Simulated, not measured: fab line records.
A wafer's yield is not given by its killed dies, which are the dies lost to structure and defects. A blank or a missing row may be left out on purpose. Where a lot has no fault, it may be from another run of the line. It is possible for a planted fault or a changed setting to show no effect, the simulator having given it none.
Matching of chambers | flow n5-finfet | 4 sister chambers for N5_BEOL_M7_ETCH_61 on rie-diel-01
The step etches SiARC in CF4, target depth 45.5 nm, time 75.8 s. 36 wafers are shown with their chamber, then 12 later ones without.

## WAFERS PAIRED WITH THEIR CHAMBERS
wafer  | chamber | drypump-motor-current-A (A) | showerhead-plenum-p-Torr (Torr) | throttle-valve-pct (%)
L077.2 | 1       | 6.3                         | 2.17                            | 15.64
L077.4 | 0       | 5.1                         | 2.09                            | 15.23
L077.6 | 3       | 6.3                         | 2.12                            | 15.35
L079.1 | 2       | 6.8                         | 2.07                            | 15.31
L079.2 | 0       | 5.1                         | 2.08                            | 15.24
L079.3 | 3       | 6.3                         | 2.11                            | 15.37
L079.4 | 1       | 6.4                         | 2.17                            | 15.64
L079.5 | 0       | 5.1                         | 2.08                            | 15.24
L079.6 | 1       | 6.4                         | 2.17                            | 15.63
L078.4 | 1       | 6.3                         | 2.17                            | 15.66
L078.5 | 0       | 5.1                         | 2.08                            | 15.24
L078.6 | 3       | 6.3                         | 2.11                            | 15.36
L080.2 | 1       | 6.4                         | 2.17                            | 15.66
L080.3 | 0       | 5.1                         | 2.08                            | 15.24
L080.6 | 0       | 5.1                         | 2.08                            | 15.23
L083.1 | 2       | 6.8                         | 2.07                            | 15.34
L083.3 | 1       | 6.4                         | 2.17                            | 15.68
L083.4 | 3       | 6.3                         | 2.11                            | 15.38
L086.2 | 1       | 6.4                         | 2.17                            | 15.70
L086.4 | 0       | 5.1                         | 2.08                            | 15.26
L086.5 | 0       | 5.1                         | 2.08                            | 15.28
L089.2 | 1       | 6.3                         | 2.17                            | 15.70
L089.5 | 3       | 6.2                         | 2.11                            | 15.42
L089.6 | 0       | 5.1                         | 2.08                            | 15.29
L092.2 | 3       | 6.3                         | 2.11                            | 15.42
L092.4 | 0       | 5.1                         | 2.08                            | 15.29
L092.5 | 3       | 6.2                         | 2.11                            | 15.42
L094.2 | 3       | 6.2                         | 2.10                            | 15.41
L094.3 | 1       | 6.4                         | 2.16                            | 15.71
L094.5 | 2       | 6.8                         | 2.06                            | 15.37
L093.2 | 0       | 5.1                         | 2.07                            | 15.30
L093.3 | 3       | 6.3                         | 2.10                            | 15.41
L093.6 | 0       | 5.1                         | 2.07                            | 15.30
L095.1 | 3       | 6.3                         | 2.10                            | 15.42
L095.2 | 0       | 5.1                         | 2.07                            | 15.31
L095.3 | 2       | 6.8                         | 2.06                            | 15.36

SIGNATURES, as means of the wafers listed above
reading                  | chamber 0 | chamber 1 | chamber 2 | chamber 3 | scatter within a chamber
drypump-motor-current-A  | 5.100     | 6.367     | 6.800     | 6.270     | 0.0358
showerhead-plenum-p-Torr | 2.0785    | 2.1689    | 2.0650    | 2.1080    | 0.00536
throttle-valve-pct       | 15.2654   | 15.6689   | 15.3450   | 15.3960   | 0.0291
Rule: for a wafer and a chamber, the distance is found by dividing, reading by reading, the gap between the wafer's reading and the chamber's mean by the reading's scatter, squaring, summing and taking the root. If the next closest chamber is less than 2 further off than the closest, the wafer can't be placed; otherwise it belongs to the closest. How the scatter is found: for the shown wafers, subtract from each reading the mean of its chamber, square and add these, divide the total by (wafers less chambers), then take the root.

## WAFERS MISSING THEIR CHAMBER
wafer  | drypump-motor-current-A (A) | showerhead-plenum-p-Torr (Torr) | throttle-valve-pct (%)
L095.4 | 6.3                         | 2.16                            | 15.73
L095.5 | 6.8                         | 2.06                            | 15.37
L095.6 | 6.4                         | 2.16                            | 15.70
L096.1 | 6.3                         | 2.10                            | 15.44
L096.2 | 5.1                         | 2.07                            | 15.30
L096.3 | 6.4                         | 2.16                            | 15.72
L096.4 | 6.8                         | 2.06                            | 15.39
L096.5 | 6.3                         | 2.10                            | 15.43
L096.6 | 5.1                         | 2.07                            | 15.31
L097.3 | 6.8                         | 2.06                            | 15.38
L097.4 | 5.0                         | 2.07                            | 15.29
L097.6 | 6.3                         | 2.10                            | 15.44

## CHAMBER TAKEN BY EACH
wafer  | from the rows above | in truth
L095.4 | 1                   | 1
L095.5 | 2                   | 2
L095.6 | 1                   | 1
L096.1 | 3                   | 3
L096.2 | 0                   | 0
L096.3 | 1                   | 1
L096.4 | 2                   | 2
L096.5 | 3                   | 3
L096.6 | 0                   | 0
L097.3 | 2                   | 2
L097.4 | 0                   | 0
L097.6 | 3                   | 3
Correctly placed: 12 of 12. Can't be placed from these rows: 0. Wrongly placed: 0.
